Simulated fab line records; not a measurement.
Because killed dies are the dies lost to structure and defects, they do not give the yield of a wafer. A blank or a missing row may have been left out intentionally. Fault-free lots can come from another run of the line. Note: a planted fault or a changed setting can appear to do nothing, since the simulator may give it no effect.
fab line records -- flow nand-harc
[record] lots = 13, wafers = 37, last-day = 24
route steps=1159 shown A_CHANNEL_HOLE_D1@473 A_CHANNEL_FILL_D1@494 END@1159
lots that met no fault: from a run of the same line without faults
start-h: hours from the record's opening day to when the first of the lot's shown wafers began -- wait-h: hours elapsed since this lot's preceding step -- " repeats the value in the row above -- L1.1+2: a row that stands for several wafers -- - no value, or no start given -- * or withheld: withheld -- < > ~ a bound
route shown NAME@n: a module of which the file shows steps, and the number in the route of the first -- usual: mean and standard deviation over wafers with no fault -- same: alike in all rows -- chamber/n: place in a boat -- sites: per-site readings -- _std_site: the standard deviation of these -- _edge_site: inner sites' mean taken away from outer sites' mean -- radius-mm: for every site, how far away it sits from the centre of the wafer -- mask NAME#n: copy n -- behind: tool/chamber where the wafer was last shaped -- hold: reason for holding the lot/hours on hold/outcome of the hold -- device: which transistor (n, p or np) failed to switch -- end of line: at the end of the route, the tests of the same wafers -- a step given without rows: its recipe and nothing more -- killed: dies lost to structure and defects at the first sort, not the wafer's yield -- map: a wafer's dies, marking killed ones x, the rest . and places with no die _
set.NAME: setting as actually run; set.NAME@STEP: the setting as run at that earlier step -- model.NAME: the simulator's own value behind a step, which no gauge read
one table for each step of the route and one row for each wafer, over a sample of lots
services: the hour from which a tool's chamber was out of use, counted from the record's first day as start-h (under 0 if before that day), plus the number of hours and why
[[steps]]
[step NHARC_A_CHANNEL_HOLE_D1_ETCH_21]
[recipe] bias-v = 3000, source-w = withheld, pressure-mtorr = 20, time-s = 514.3, ar-flow-sccm = 375, c4f8-flow-sccm = 89.3, o2-flow-sccm = 35.7, temp-c = -20, target-depth-a = 16000, chemistry = C4F8/O2/Ar
[usual] drypump-motor-current-A = 5.9/0.5, esc-clamp-current-uA = 0.0207/0.00045, showerhead-plenum-p-Torr = 3.69/0.1, temp-c = -19.98/0.1, throttle-valve-pct = 32.155/0.009
lot.wafer,tool,chamber,start-h,wait-h,drypump-motor-current-A,esc-clamp-current-uA,rf-hours-counter-h,showerhead-plenum-p-Torr,temp-c,throttle-valve-pct
L211.2,har-etch-02,1,182.25,0.3,6.0,0.0209,100,3.64,-20.00,32.161
L211.1,har-etch-02,0,182.25,0.3,6.2,0.0202,100,3.62,-20.10,32.174
L211.4,har-etch-02,0,182.25,0.3,6.2,0.0202,-,3.62,-19.95,32.150
L209.1,har-etch-02,0,186.47,0.3,6.2,0.0202,104,3.62,-19.96,32.153
L209.6,har-etch-02,1,186.47,0.3,5.9,0.0210,-,3.64,-20.21,32.163
L209.5,har-etch-02,0,186.47,0.3,6.2,0.0202,-,3.62,-19.96,32.148
L214.2,har-etch-02,1,196.10,0.3,6.0,0.0209,110,3.63,-20.13,32.153
L214.3,har-etch-02,0,196.10,0.3,6.2,0.0202,-,3.61,-19.80,32.157
L214.6,har-etch-02,0,196.10,0.3,6.2,0.0203,-,3.61,-19.94,32.143
L212.2,har-etch-02,1,200.35,0.3,6.0,0.0209,113,3.63,-19.96,32.153
L212.3,har-etch-02,0,200.35,0.3,6.2,0.0202,-,3.61,-19.90,32.155
L212.5,har-etch-02,0,200.35,0.3,6.2,0.0202,-,3.61,-19.97,32.145
L215.2,har-etch-01,0,213.60,0.3,6.3,0.0204,201,3.82,-20.02,32.157
L215.1,har-etch-01,1,213.60,0.3,4.9,0.0214,201,3.82,-19.92,32.149
L215.6,har-etch-01,1,213.60,0.3,4.9,0.0213,-,3.82,-20.04,32.135
L216.2,har-etch-01,1,217.82,0.3,5.0,0.0214,205,3.82,-19.90,32.158
L216.3,har-etch-01,0,217.82,0.3,6.3,0.0205,-,3.82,-20.04,32.140
L216.5,har-etch-01,0,217.82,0.3,6.3,0.0205,-,3.82,-19.92,32.158
L219.1,har-etch-02,0,233.28,0.3,6.2,0.0202,124,3.61,-20.07,32.143
L219.4,har-etch-02,1,233.28,0.3,5.9,0.0210,-,3.63,-20.06,32.141
L219.5,har-etch-02,1,233.28,0.3,5.9,0.0209,-,3.63,-19.93,32.164
L218.2,har-etch-01,0,233.75,0.3,6.3,0.0204,212,3.81,-20.11,32.144
L218.5,har-etch-01,1,233.75,0.3,5.0,0.0214,-,3.81,-19.96,32.167
L220.2,har-etch-02,0,255.20,0.3,6.2,0.0202,133,3.60,-20.09,32.155
L220.5,har-etch-02,0,255.20,0.3,6.2,0.0203,-,3.60,-19.84,32.153
L228.1,har-etch-02,0,284.22,0.3,6.2,0.0203,151,3.59,-20.04,32.162
L228.5,har-etch-02,1,284.22,0.3,6.0,0.0210,-,3.61,-20.00,32.144
L228.6,har-etch-02,0,284.22,0.3,6.2,0.0203,-,3.59,-19.91,32.167
L227.1,har-etch-01,0,287.99,0.3,6.3,0.0205,239,3.80,-20.05,32.149
L227.2,har-etch-01,1,287.99,0.3,4.9,0.0214,239,3.80,-19.98,32.164
L227.4,har-etch-01,1,287.99,0.3,4.9,0.0215,-,3.80,-20.03,32.145
L231.3,har-etch-02,1,313.39,0.3,6.0,0.0210,-,3.60,-19.98,32.151
L231.4,har-etch-02,0,313.39,0.3,6.2,0.0203,-,3.58,-20.02,32.151
L231.6,har-etch-02,0,313.39,0.3,6.2,0.0203,-,3.58,-20.17,32.160
L232.2,har-etch-02,0,319.14,0.3,6.2,0.0202,169,3.58,-19.84,32.159
L232.3,har-etch-02,1,319.14,0.3,6.0,0.0210,-,3.60,-19.90,32.157
L232.5,har-etch-02,0,319.14,0.3,6.2,0.0202,-,3.58,-19.87,32.145
[step NHARC_A_CHANNEL_HOLE_D1_ETCH_26]
[recipe] bias-v = 300, source-w = 2000, pressure-mtorr = 30, time-s = 224.1, ar-flow-sccm = 375, c4f8-flow-sccm = 11.4, o2-flow-sccm = 113.6, temp-c = -20, target-depth-a = 3000, chemistry = C4F8/O2/Ar
[usual] drypump-motor-current-A = 5.9/0.5, esc-clamp-current-uA = 0.0207/0.00045, showerhead-plenum-p-Torr = 3.74/0.11, temp-c = -20.00/0.11, throttle-valve-pct = 24.583/0.009
lot.wafer,tool,chamber,start-h,wait-h,drypump-motor-current-A,esc-clamp-current-uA,rf-hours-counter-h,showerhead-plenum-p-Torr,temp-c,throttle-valve-pct
L211.2,har-etch-02,1,185.59,0.7,5.9,0.0210,103,3.68,-19.98,24.575
L211.1,har-etch-02,0,185.59,0.7,6.2,0.0202,103,3.66,-19.82,24.576
L211.4,har-etch-02,0,185.59,0.7,6.2,0.0201,-,3.66,-19.96,24.583
L209.1,har-etch-02,0,189.77,0.6,6.2,0.0202,107,3.66,-19.89,24.584
L209.6,har-etch-02,1,189.77,0.6,6.0,0.0210,-,3.68,-20.09,24.576
L209.5,har-etch-02,0,189.77,0.6,6.2,0.0202,-,3.66,-19.71,24.574
L214.2,har-etch-02,1,199.47,0.7,6.0,0.0210,113,3.67,-20.00,24.589
L214.3,har-etch-02,0,199.47,0.7,6.2,0.0202,-,3.65,-20.02,24.586
L214.6,har-etch-02,0,199.47,0.7,6.2,0.0203,-,3.65,-20.05,24.564
L212.2,har-etch-02,1,203.67,0.6,6.0,0.0209,117,3.67,-20.14,24.585
L212.3,har-etch-02,0,203.67,0.6,6.2,0.0202,-,3.65,-19.94,24.590
L212.5,har-etch-02,0,203.67,0.6,6.2,0.0202,-,3.65,-20.00,24.581
L215.2,har-etch-01,0,216.94,0.7,6.3,0.0204,204,3.87,-20.20,24.577
L215.1,har-etch-01,1,216.94,0.7,4.9,0.0214,204,3.87,-20.15,24.583
L215.6,har-etch-01,1,216.94,0.7,4.9,0.0213,-,3.87,-20.09,24.576
L216.2,har-etch-01,1,221.12,0.6,5.0,0.0214,208,3.87,-20.21,24.559
L216.3,har-etch-01,0,221.12,0.6,6.3,0.0204,-,3.87,-19.98,24.582
L216.5,har-etch-01,0,221.12,0.6,6.3,0.0204,-,3.87,-19.87,24.577
L219.1,har-etch-02,0,236.59,0.6,6.2,0.0203,128,3.64,-19.90,24.580
L219.4,har-etch-02,1,236.59,0.6,5.9,0.0210,-,3.67,-19.84,24.584
L219.5,har-etch-02,1,236.59,0.6,6.0,0.0210,-,3.67,-19.90,24.585
L218.2,har-etch-01,0,237.10,0.7,6.3,0.0204,215,3.86,-20.01,24.577
L218.5,har-etch-01,1,237.10,0.7,4.9,0.0214,-,3.86,-19.93,24.589
L220.2,har-etch-02,0,258.55,0.7,6.2,0.0202,136,3.64,-20.05,24.557
L220.5,har-etch-02,0,258.55,0.7,6.2,0.0203,-,3.64,-20.03,24.589
L228.1,har-etch-02,0,287.53,0.6,6.2,0.0203,155,3.63,-19.84,24.592
L228.5,har-etch-02,1,287.53,0.6,6.0,0.0210,-,3.65,-20.01,24.577
L228.6,har-etch-02,0,287.53,0.6,6.2,0.0203,-,3.63,-19.96,24.583
L227.1,har-etch-01,0,291.33,0.7,6.3,0.0204,242,3.85,-19.97,24.585
L227.2,har-etch-01,1,291.33,0.7,4.9,0.0214,242,3.85,-19.92,24.596
L227.4,har-etch-01,1,291.33,0.7,4.9,0.0214,-,3.85,-19.95,24.591
L231.3,har-etch-02,1,316.66,0.5,6.0,0.0210,-,3.64,-20.16,24.580
L231.4,har-etch-02,0,316.66,0.5,6.2,0.0203,-,3.62,-20.03,24.587
L231.6,har-etch-02,0,316.66,0.5,6.2,0.0203,-,3.62,-20.17,24.581
L232.2,har-etch-02,0,322.47,0.6,6.2,0.0203,172,3.62,-20.02,24.574
L232.3,har-etch-02,1,322.47,0.6,5.9,0.0210,-,3.64,-20.18,24.598
L232.5,har-etch-02,0,322.47,0.6,6.2,0.0204,-,3.62,-19.91,24.577
[step NHARC_A_CHANNEL_HOLE_D1_INSPECT_40]
[usual] raw-defect-count = 57/18
lot.wafer,tool,chamber,start-h,wait-h,raw-defect-count
L211.1,defect-inspect-02,-,187.55,-,31
L211.2,defect-inspect-02,-,187.55,-,35
L211.4,defect-inspect-02,-,187.55,-,61
L209.1,defect-inspect-02,-,191.66,-,51
L209.5,defect-inspect-02,-,191.66,-,51
L209.6,defect-inspect-02,-,191.66,-,51
L214.2,defect-inspect-01,-,201.39,-,40
L214.3,defect-inspect-01,-,201.39,-,31
L214.6,defect-inspect-01,-,201.39,-,38
L212.2,defect-inspect-02,-,205.57,-,47
L212.3,defect-inspect-02,-,205.57,-,32
L212.5,defect-inspect-02,-,205.57,-,52
L215.1,defect-inspect-01,-,218.86,-,69
L215.2,defect-inspect-01,-,218.86,-,77
L215.6,defect-inspect-01,-,218.86,-,50
L216.2,defect-inspect-01,-,223.02,-,73
L216.3,defect-inspect-01,-,223.02,-,59
L216.5,defect-inspect-01,-,223.02,-,61
L219.1,defect-inspect-01,-,238.48,-,59
L219.4,defect-inspect-01,-,238.48,-,82
L219.5,defect-inspect-01,-,238.48,-,45
L218.2,defect-inspect-02,-,239.04,-,78
L218.5,defect-inspect-02,-,239.04,-,105
L220.2,defect-inspect-01,-,260.69,-,34
L220.5,defect-inspect-01,-,260.69,-,36
L228.1,defect-inspect-02,-,289.44,-,54
L228.5,defect-inspect-02,-,289.44,-,71
L228.6,defect-inspect-02,-,289.44,-,65
L227.1,defect-inspect-02,-,293.25,-,84
L227.2,defect-inspect-02,-,293.25,-,93
L227.4,defect-inspect-02,-,293.25,-,100
L231.3,defect-inspect-02,-,318.68,-,74
L231.4,defect-inspect-02,-,318.68,-,42
L231.6,defect-inspect-02,-,318.68,-,51
L232.2,defect-inspect-01,-,324.36,-,64
L232.3,defect-inspect-01,-,324.36,-,58
L232.5,defect-inspect-01,-,324.36,-,43
[step NHARC_A_CHANNEL_FILL_D1_ALD_14]
[recipe] target-thk-a = 25, pulse-time-s = 10, ald-cycles = 25, temp-c = 300, material = SiO2
[usual] ald-cycles = 25/0, heater-power-w = 476/48, precursor-pulse-height-rel = 0.999/0.022
lot.wafer,tool,chamber,start-h,wait-h,ald-cycles,heater-power-w,precursor-pulse-height-rel
L211.1,ald-hk-01,3,194.81,0.0,25,481,1.031
L211.2,ald-hk-01,0,194.81,0.0,25,400,0.988
L211.4,ald-hk-01,1,194.81,0.0,25,484,0.984
L209.1,ald-hk-01,3,198.79,0.0,25,492,0.976
L209.5,ald-hk-01,3,198.79,0.0,25,481,0.981
L209.6,ald-hk-01,0,198.79,0.0,25,400,1.021
L214.2,ald-hk-01,0,208.64,0.1,25,389,0.987
L214.3,ald-hk-01,3,208.64,0.1,25,488,0.982
L214.6,ald-hk-01,0,208.64,0.1,25,398,0.988
L212.3,ald-hk-01,3,213.59,0.0,25,490,0.982
L212.2,ald-hk-01,2,213.59,0.0,25,498,0.995
L212.5,ald-hk-01,0,213.59,0.0,25,411,0.996
L215.2,ald-hk-03,1,226.00,0.1,25,438,1.015
L215.1,ald-hk-03,3,226.00,0.1,25,535,0.951
L215.6,ald-hk-03,1,226.00,0.1,25,435,0.988
L216.3,ald-hk-03,2,231.23,1.0,25,529,1.039
L216.2,ald-hk-03,0,231.23,1.0,25,436,1.010
L216.5,ald-hk-03,3,231.23,1.0,25,537,0.980
L219.1,ald-hk-03,3,245.75,0.0,27,535,0.995
L219.4,ald-hk-03,1,245.75,0.0,25,435,1.018
L219.5,ald-hk-03,0,245.75,0.0,25,443,1.015
L218.2,ald-hk-03,2,246.09,0.4,27,553,1.000
L218.5,ald-hk-03,0,246.09,0.4,25,443,1.006
L220.2,ald-hk-03,1,267.85,0.1,27,420,0.973
L220.5,ald-hk-03,1,267.85,0.1,25,429,0.986
L228.1,ald-hk-01,1,296.35,0.1,25,471,1.012
L228.6,ald-hk-01,0,296.35,0.1,25,384,0.999
L228.5,ald-hk-01,1,296.35,0.1,25,466,0.992
L227.2,ald-hk-01,1,300.49,0.0,25,477,1.008
L227.1,ald-hk-01,3,300.49,0.0,25,469,1.033
L227.4,ald-hk-01,0,300.49,0.0,25,392,1.041
L231.4,ald-hk-04,1,328.97,2.8,25,535,0.986
L231.3,ald-hk-04,0,328.97,2.8,25,449,1.035
L231.6,ald-hk-04,1,328.97,2.8,25,539,0.956
L232.2,ald-hk-03,2,332.62,1.1,25,517,1.023
L232.3,ald-hk-03,3,332.62,1.1,25,540,1.034
L232.5,ald-hk-03,2,332.62,1.1,25,517,1.008
[step NHARC_END_SORT_01]
[recipe] temp-c = 25
[usual] killed-at-array = 24/8.4, killed-at-other = 0.7/1.1, killed-at-periphery = 2.9/1.7, killed-dies = 27/8.6, killed-open = 3.3/1.8, killed-short = 1.8/1.4
[same] gross-dies = 677
lot.wafer,tool,chamber,start-h,wait-h,killed-at-array,killed-at-other,killed-at-periphery,killed-dies,killed-open,killed-short
L212.2,prober-01,0,471.78,2.8,24,1,3,28,3,2
L212.3,prober-01,0,472.58,3.1,20,0,2,22,2,1
L212.5,prober-01,0,474.18,3.7,23,1,3,27,2,1
L219.1,prober-02,0,489.62,2.5,36,1,3,40,3,1
L219.4,prober-02,0,492.03,3.4,26,0,2,28,5,4
L219.5,prober-02,0,492.84,3.7,33,0,6,39,8,5
// killed by level:class
L212.2 A_SLIT:chamber-film-flake=11 A_BLC:chamber-film-flake=4 P_M0:chamber-film-flake=2 A_CHANNEL_HOLE_D1:chamber-film-flake=2 A_STAIRCASE:chamber-film-flake=2 P_CONTACT:geometric-particle:open=1 A_ONON_D1:geometric-particle:short=1 A_SGD_CUT:geometric-particle:short=1
L212.3 A_BLC:chamber-film-flake=6 A_SLIT:chamber-film-flake=5 A_CHANNEL_HOLE_D1:chamber-film-flake=2 A_CONTACT:chamber-film-flake=2 A_CHANNEL_FILL_D1:geometric-particle:short=1 A_CONTACT:geometric-particle:open=1 A_M0:geometric-particle:open=1 P_ZERO_WELL:chamber-film-flake=1
L212.5 A_SLIT:chamber-film-flake=12 A_BLC:chamber-film-flake=4 A_CHANNEL_HOLE_D1:chamber-film-flake=3 A_CONTACT:chamber-film-flake=2 P_CONTACT:geometric-particle:open=1 P_M0:geometric-particle:short=1 A_CONTACT:geometric-particle:open=1 P_ZERO_WELL:chamber-film-flake=1
L219.1 A_SLIT:chamber-film-flake=14 A_STAIRCASE:chamber-film-flake=9 A_CONTACT:chamber-film-flake=6 A_CONTACT:geometric-particle:open=2 P_ZERO_WELL:chamber-film-flake=2 A_WL_FILL:chamber-film-flake=2 P_GATE:geometric-particle:short=1 A_BLC:geometric-particle:open=1
L219.4 A_SLIT:chamber-film-flake=7 A_CHANNEL_HOLE_D1:chamber-film-flake=5 A_STAIRCASE:chamber-film-flake=3 A_CHANNEL_HOLE_D1:geometric-particle:open=2 A_ZERO_WELL:chamber-film-flake=2 P_M0:geometric-particle:open=1 A_CHANNEL_HOLE_D1:geometric-particle:short=1 A_CHANNEL_FILL_D1:geometric-particle:open=1
L219.5 A_SLIT:chamber-film-flake=15 A_STAIRCASE:chamber-film-flake=4 P_M0:geometric-particle:open=3 A_CHANNEL_HOLE_D1:chamber-film-flake=3 P_M0:geometric-particle:short=2 A_CONTACT:geometric-particle:open=2 A_CONTACT:chamber-film-flake=2 P_GATE:geometric-particle:open=1
[[services]]
tool,chamber,start-h,hours,kind
ald-hk-03,-,176.85,2.8,repair
ald-hk-04,-,186.14,10.0,pm
ald-hk-01,-,228.00,10.0,pm
ald-hk-01,0,228.00,10.0,vent-cycle
ald-hk-01,1,228.00,10.0,vent-cycle
ald-hk-01,2,228.00,10.0,vent-cycle
ald-hk-01,3,228.00,10.0,vent-cycle
ald-hk-01,0,238.00,-,clean
ald-hk-01,1,238.00,-,clean
ald-hk-01,2,238.00,-,clean
ald-hk-01,3,238.00,-,clean
ald-hk-04,-,263.86,1.6,repair
har-etch-01,-,305.17,17.0,pm
har-etch-01,0,305.17,17.0,vent-cycle
har-etch-01,1,305.17,17.0,vent-cycle
har-etch-01,0,322.17,-,clean
har-etch-01,0,322.17,-,consumable-replace:focus-ring
har-etch-01,1,322.17,-,clean
har-etch-01,1,322.17,-,consumable-replace:focus-ring
ald-hk-03,2,322.58,10.0,vent-cycle
ald-hk-03,3,322.58,10.0,vent-cycle
ald-hk-03,0,332.58,-,clean
ald-hk-03,1,332.58,-,clean
ald-hk-03,2,332.58,-,clean
[[key]]
[first-sign] step = NHARC_A_CHANNEL_FILL_D1_ALD_14, reading = ald-cycles, direction = up, sigmas = 99+, usual = 25, struck = 27
effect none on later readings
met-at NHARC_A_CHANNEL_FILL_D1_ALD_14
struck-lots L218,L219,L220
struck-wafers L218.2,L219.1,L220.2
tester-left-out L218,L219,L220
not-acting-at NHARC_A_CHANNEL_HOLE_D1_ETCH_21,NHARC_A_CHANNEL_HOLE_D1_ETCH_26,NHARC_A_CHANNEL_HOLE_D1_INSPECT_40
onset-between 231.23 245.75
[fault] kind = process-parameter-drift, tool = ald-hk-03, chamber = -, onset-h = 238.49, steps = NHARC_A_CHANNEL_FILL_D1_ALD_14, channel = ald-cycles, offset = 2, shape = step, end-h = 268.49, scope = struck-wafers-only, acts-in = these-recipes-only, stated = 25
// tester-left-out: of these lots the tester's yield and bins aren't shown, on N5 and GAA mostly nor the transistor test; their killed dies are dies lost to structure and defects alone, not to doping, threshold or leakage, so they don't give the yield
